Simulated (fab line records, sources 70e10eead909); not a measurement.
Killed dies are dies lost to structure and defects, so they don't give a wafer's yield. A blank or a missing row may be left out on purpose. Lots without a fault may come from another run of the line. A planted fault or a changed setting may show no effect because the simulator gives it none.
fab line records | flow nand_harc
record lots=5 wafers=15 last_day=24
route steps=1159 shown A_WL_FILL@831 A_CONTACT@840 END@1159
lots that met no fault: from a run of the same line without faults
start_h: hours from the record's first day to the start of the lot's first wafer shown | wait_h: hours since the lot's step before | " the same as in the row above | L1.1+2: a row that stands for several wafers | - no value, or no start given | * or withheld: withheld | < > ~ a bound
route shown NAME@n: a module of which the file shows steps, and the number in the route of the first | usual: mean/standard deviation of fault-free wafers | same: alike in all rows | chamber/n: place in a boat | sites: the reading at each site | _std_site: their standard deviation | _edge_site: outer sites' mean less inner sites' | radius_mm: how far each site lies from the wafer's centre | mask NAME#n: copy n | behind: the tool/chamber that last shaped the wafer | hold: why the lot was held/for how many hours/how that ended | device: the transistor (n, p or np) that didn't switch | end of line: the same wafers' tests at the end of the route | a step without rows: its recipe alone | killed: dies lost to structure and defects at the first sort, not the wafer's yield | map: a wafer's dies, x killed, . not, _ none there
set.NAME: the setting as run; set.NAME@STEP: as run at that earlier step | model.NAME: the simulator's own value behind a step, which no gauge read
lots at some steps of the route; a table a step, a row a wafer
services: from which hour (start_h, from the record's first day; less than 0 if before it) a tool's chamber was out of use, for how many hours, and why
## steps
# step NHARC_A_WL_FILL_SRD_14
# step NHARC_A_WL_FILL_ALD_19
# recipe target_thk_a=20 pulse_time_s=3 ald_cycles=100 temp_c=450 material=TiN
# usual heater_power_w=1083/83 precursor_pulse_height_rel=0.999/0.019
# columns lot.wafer tool chamber start_h wait_h heater_power_w precursor_pulse_height_rel
L350.3 ald_metal-03 3 355.63 0.1 1025 0.989
L350.4 " 0 " " 1037 0.997
L350.5 " 2 " " 1019 1.011
L355.4 ald_metal-03 2 384.65 0.1 1046 0.997
L355.1 " 0 " " 1043 0.998
L355.2 " 1 " " 1167 0.972
L366.1 ald_metal-04 2 449.31 0.1 1133 1.035
L366.3 " 0 " " 1051 1.004
L366.5 " 3 " " 1070 0.975
L369.4 ald_metal-01 3 455.81 0.1 957 1.038
L369.6 " 1 " " 1066 1.008
L369.5 " 2 " " 995 1.010
L373.3 ald_metal-01 1 482.20 0.1 1118 1.005
L373.4 " 2 " " 1016 1.022
L373.5 " 1 " " 1118 0.991
# step NHARC_A_WL_FILL_CVD_20
# recipe target_thk_a=750 temp_c=300 pressure_torr=40 wf6_flow_sccm=40 h2_flow_sccm=1600 ar_flow_sccm=1560 time_s=5064 material=W
# usual heater_power_w=415/42 throttle_valve_pct=7.86/0.2
# columns lot.wafer tool chamber start_h wait_h heater_power_w throttle_valve_pct
L350.3 cvd_w-02 1 - - 430 7.85
L350.4 " 0 " " 359 7.77
L350.5 " 1 " " 449 7.96
L355.1 cvd_w-01 1 - - 469 8.05
L355.2 " 0 " " 391 7.78
L355.4 " 1 " " 472 8.13
L366.1 cvd_w-01 0 - - 395 7.89
L366.3 " 0 " " 398 7.85
L366.5 " 0 " " 391 7.71
L369.4 cvd_w-02 1 - - 439 7.76
L369.6 " 1 " " 428 8.08
L369.5 " 0 " " 363 7.62
L373.4 cvd_w-02 1 - - 427 7.91
L373.3 " 0 " " 367 7.83
L373.5 " 0 " " 362 7.46
# step NHARC_A_WL_FILL_CMP_12
# recipe t_overpolish_s=30 target_thk_nm=75
# usual motor_current_A=11.9/1.3 overpolish_run_s=30.002/0.0084 slurry_flow_ml_min=150.0/0.56 time_to_endpoint_s=15.3/2.5
# columns lot.wafer tool chamber start_h wait_h motor_current_A overpolish_run_s slurry_flow_ml_min time_to_endpoint_s
L350.3 cmp-04 0 364.90 2.9 10.8 30.007 149.7 16.8
L350.4 " 3 " " 11.9 30.000 150.1 13.7
L350.5 " 1 " " 12.2 30.002 150.7 17.7
L355.4 cmp-03 0 394.18 2.9 14.4 29.999 150.2 15.4
L355.1 " 1 " " 12.8 30.008 150.4 15.1
L355.2 " 2 " " 11.8 29.986 150.1 13.5
L366.1 cmp-04 3 457.33 4.4 12.5 30.008 150.0 11.0
L366.3 " 0 " " 10.7 30.013 150.3 16.3
L366.5 " 2 " " 11.1 29.999 150.8 17.7
L369.4 cmp-03 2 462.86 2.9 12.3 29.999 149.7 13.5
L369.5 " 1 " " 11.8 29.992 150.0 13.9
L369.6 " 2 " " 12.7 29.995 150.8 12.8
L373.4 cmp-03 0 488.14 2.9 13.6 30.004 150.3 18.0
L373.3 " 1 " " 11.8 29.984 148.6 15.3
L373.5 " 0 " " 14.4 30.002 150.9 16.1
# step NHARC_A_WL_FILL_SRD_31
# step NHARC_A_WL_FILL_INSPECT_15
# usual raw_defect_count=427/130
# columns lot.wafer tool chamber start_h wait_h raw_defect_count
L350.3 defect_inspect-02 - 365.37 0.0 501
L350.4 " - " " 320
L350.5 " - " " 393
L355.1 defect_inspect-01 - 394.65 0.0 399
L355.2 " - " " 543
L355.4 " - " " 339
L366.1 defect_inspect-01 - 457.79 0.0 431
L366.3 " - " " 417
L366.5 " - " " 431
L369.4 defect_inspect-02 - 463.30 0.0 458
L369.5 " - " " 244
L369.6 " - " " 438
L373.3 defect_inspect-02 - 488.67 0.0 426
L373.4 " - " " 532
L373.5 " - " " 360
# step NHARC_A_CONTACT_DEP_24
# recipe target_thk_a=5000 temp_c=400 pressure_torr=6.5 rf_w=900 teos_flow_sccm=161.4 flow_sccm=2650 target_thk_nm=500 gas=O2 material=SiO2
# usual heater_power_w=542/74 mfc_precursor_sccm=161.3/0.49 rf_fwd_power_W=898.5/2.8 throttle_valve_pct=15.7/0.44
# columns lot.wafer tool chamber start_h wait_h heater_power_w mfc_precursor_sccm rf_fwd_power_W throttle_valve_pct
L350.3 pecvd-03 1 365.56 0.2 491 161.2 898.1 15.5
L350.4 " 0 " " 439 161.1 898.7 16.6
L350.5 " 1 " " 516 161.3 897.3 15.6
L355.1 pecvd-03 1 394.71 0.1 484 161.4 897.8 15.5
L355.2 " 2 " " 625 161.7 900.6 15.2
L355.4 " 2 " " 641 161.4 899.3 15.2
L366.3 pecvd-03 0 457.92 0.1 481 161.8 897.8 16.8
L366.1 " 1 " " 522 161.5 892.7 15.5
L366.5 " 2 " " 629 160.6 900.9 15.7
L369.4 pecvd-03 1 463.55 0.2 575 160.6 901.6 15.6
L369.5 " 2 " " 619 160.5 892.1 15.4
L369.6 " 0 " " 506 160.4 900.9 16.5
L373.3 pecvd-01 1 488.81 0.1 581 161.4 889.7 15.4
L373.4 " 1 " " 590 161.4 896.8 15.9
L373.5 " 2 " " 485 160.9 899.8 16.0
# step NHARC_A_CONTACT_DEP_28
# recipe target_thk_a=36000 temp_c=400 material=aC
# usual throttle_valve_pct=35.001/0.0088
# columns lot.wafer tool chamber start_h wait_h throttle_valve_pct
L350.3 acl_dep-03 0 367.95 2.0 34.997
L350.4 " 0 " " 35.012
L350.5 " 0 " " 35.011
L355.1 acl_dep-02 0 396.47 1.0 34.986
L355.2 " 0 " " 34.997
L355.4 " 0 " " 35.009
L366.1 acl_dep-01 0 458.47 0.1 35.012
L366.3 " 0 " " 35.003
L366.5 " 0 " " 35.008
L369.4 acl_dep-02 0 465.09 1.2 35.001
L369.5 " 0 " " 35.009
L369.6 " 0 " " 35.003
L373.3 acl_dep-02 0 493.63 4.3 35.007
L373.4 " 0 " " 34.986
L373.5 " 0 " " 34.995
# step NHARC_A_CONTACT_DEP_29
# recipe target_thk_a=700 target_thk_nm=70 temp_c=400 pressure_torr=3.5 flow_sccm=200 rf_w=350 material=SiON
# usual heater_power_w=751/74 rf_fwd_power_W=348.6/1.2
# columns lot.wafer tool chamber start_h wait_h heater_power_w rf_fwd_power_W
L350.3 pecvd-01 2 369.48 1.2 631 348.3
L350.5 " 1 " " 689 349.7
L350.4 " 2 " " 644 348.9
L355.2 pecvd-03 1 398.67 1.5 780 351.4
L355.1 " 0 " " 636 291.2
L355.4 " 1 " " 778 349.4
L366.1 pecvd-04 2 460.71 1.9 790 350.0
L366.3 " 0 " " 798 347.6
L366.5 " 1 " " 753 347.8
L369.6 pecvd-04 0 466.31 0.1 862 350.2
L369.5 " 1 " " 818 347.6
L369.4 " 2 " " 782 348.8
L373.3 pecvd-03 1 495.16 1.2 725 348.7
L373.4 " 2 " " 704 347.4
L373.5 " 1 " " 751 348.0
# step NHARC_A_CONTACT_DEHYDRATE_32
# recipe temp_c=150 time_s=120
# step NHARC_END_SORT_01
# recipe temp_c=25
# usual killed_at_array=29/8.4 killed_at_other=0.7/1.2 killed_at_periphery=3.8/2.1 killed_dies=33/9 killed_open=3.4/2 killed_short=2.1/1.4
# same gross_dies=677
# columns lot.wafer tool chamber start_h wait_h killed_at_array killed_at_other killed_at_periphery killed_dies killed_open killed_short
L350.3 prober-01 0 489.27 3.1 29 0 10 39 4 4
L350.4 prober-01 0 490.07 3.4 30 0 7 37 6 0
L350.5 prober-01 0 490.88 3.7 29 0 3 32 0 3
L355.1 prober-02 0 503.26 2.5 15 1 1 17 3 2
L355.2 prober-02 0 504.06 2.8 15 0 2 17 3 1
L355.4 prober-02 0 505.67 3.4 16 0 2 18 4 4
L369.4 prober-02 0 552.40 3.4 16 2 4 22 6 2
L369.5 prober-02 0 553.19 3.7 18 0 2 20 3 1
L369.6 prober-02 0 553.97 3.9 12 3 0 15 1 0
# killed by level:class
L350.3 A_CHANNEL_HOLE_D1:chamber_film_flake=11 A_SLIT:chamber_film_flake=9 P_M1:chamber_film_flake=4 A_STAIRCASE:chamber_film_flake=4 A_CHANNEL_FILL_D1:geometric_particle:short=2 P_STI:geometric_particle:open=1 P_M0:geometric_particle:open=1 P_M0:geometric_particle:short=1
L350.4 A_SLIT:chamber_film_flake=10 A_CHANNEL_HOLE_D1:chamber_film_flake=9 A_STAIRCASE:chamber_film_flake=3 P_CONTACT:geometric_particle:open=2 P_M1:chamber_film_flake=2 A_CONTACT:chamber_film_flake=2 A_CHANNEL_HOLE_D1:geometric_particle:open=1 A_WL_FILL:geometric_particle:open=1
L350.5 A_SLIT:chamber_film_flake=14 A_CHANNEL_HOLE_D1:chamber_film_flake=9 A_CHANNEL_FILL_D1:chamber_film_flake=2 A_STAIRCASE:chamber_film_flake=2 P_M0:geometric_particle:short=1 A_CHANNEL_FILL_D1:geometric_particle:short=1 A_WL_FILL:geometric_particle:short=1 P_ZERO_WELL:chamber_film_flake=1
L355.1 A_CONTACT:chamber_film_flake=4 A_CHANNEL_HOLE_D1:chamber_film_flake=3 A_STAIRCASE:chamber_film_flake=3 A_SOURCE_PLATE:geometric_particle:open=1 A_CHANNEL_HOLE_D1:geometric_particle:open=1 A_CHANNEL_FILL_D1:geometric_particle:open=1 A_SGD_CUT:geometric_particle:short=1 P_STI:chamber_film_flake=1
L355.2 A_CONTACT:chamber_film_flake=4 A_ZERO_WELL:chamber_film_flake=3 A_STAIRCASE:chamber_film_flake=3 A_CHANNEL_HOLE_D1:chamber_film_flake=2 P_CONTACT:geometric_particle:short=1 P_M0:geometric_particle:open=1 A_CONTACT:geometric_particle:open=1 A_BLC:geometric_particle:open=1
L355.4 A_CONTACT:chamber_film_flake=4 A_ZERO_WELL:chamber_film_flake=2 A_CHANNEL_HOLE_D1:chamber_film_flake=2 P_STI:geometric_particle:open=1 P_CONTACT:geometric_particle:short=1 A_SOURCE_PLATE:geometric_particle:short=1 A_CHANNEL_FILL_D1:geometric_particle:short=1 A_CONTACT:geometric_particle:open=1
L369.4 A_CHANNEL_HOLE_D1:chamber_film_flake=6 A_STAIRCASE:chamber_film_flake=4 A_CHANNEL_FILL_D1:geometric_particle:open=2 THIN_TSV:chamber_film_flake=2 P_CONTACT:geometric_particle:open=1 P_M0:geometric_particle:open=1 P_M1:geometric_particle:short=1 A_ONON_D1:geometric_particle:open=1
L369.5 A_CHANNEL_HOLE_D1:chamber_film_flake=5 A_SLIT:chamber_film_flake=3 A_CHANNEL_FILL_D1:chamber_film_flake=2 A_STAIRCASE:chamber_film_flake=2 A_WL_FILL:chamber_film_flake=2 P_GATE:geometric_particle:open=1 A_CONTACT:geometric_particle:short=1 A_CONTACT:geometric_particle:open=1
L369.6 A_CHANNEL_HOLE_D1:chamber_film_flake=3 A_CONTACT:chamber_film_flake=3 A_WL_FILL:chamber_film_flake=2 A_SGD_CUT:geometric_particle:open=1 A_CHANNEL_FILL_D1:chamber_film_flake=1 A_STAIRCASE:chamber_film_flake=1 A_SLIT:chamber_film_flake=1 HYBRID_BOND:chamber_film_flake=1
## services
# columns tool chamber start_h hours kind
acl_dep-02 - 351.40 13.0 pm
cmp-03 - 351.78 4.2 repair
cmp-03 - 356.02 4.0 pm
pecvd-04 - 376.56 13.0 pm
cvd_w-02 - 381.42 13.0 pm
pecvd-03 0 383.30 13.1 repair
ald_metal-01 1 396.10 6.4 repair
cmp-04 - 399.17 4.0 pm
ald_metal-04 - 406.00 10.0 pm
acl_dep-03 - 406.62 13.0 pm
cmp-04 - 411.07 2.7 repair
pecvd-01 - 418.19 13.0 pm
pecvd-03 - 450.68 0.5 repair
cmp-03 - 454.02 4.0 pm
ald_metal-01 - 458.09 10.0 pm
ald_metal-04 1 470.65 5.3 repair
pecvd-03 - 473.62 13.0 pm
pecvd-03 0 473.62 13.0 vent_cycle
pecvd-03 1 473.62 13.0 vent_cycle
pecvd-03 2 473.62 13.0 vent_cycle
cvd_w-01 - 475.77 13.0 pm
acl_dep-01 - 478.05 13.0 pm
pecvd-03 0 486.62 - clean
pecvd-03 1 486.62 - clean
## key
first_sign step=NHARC_A_CONTACT_DEP_29 reading=rf_fwd_power_W direction=down sigmas=49 usual=* struck=*
effect none on later readings
met_at NHARC_A_CONTACT_DEP_29
struck_wafers L355.1
tester_left_out L355
fault kind=process_parameter_drift tool=pecvd-03 chamber=0 onset_h=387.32 steps=NHARC_A_CONTACT_DEP_29 channel=rf_w offset=* shape=step end_h=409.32 acts_in=* stated=*
# tester_left_out: of these lots the tester's yield and bins aren't shown, on N5 and GAA mostly nor the transistor test; their killed dies are dies lost to structure and defects alone, not to doping, threshold or leakage, so they don't give the yield
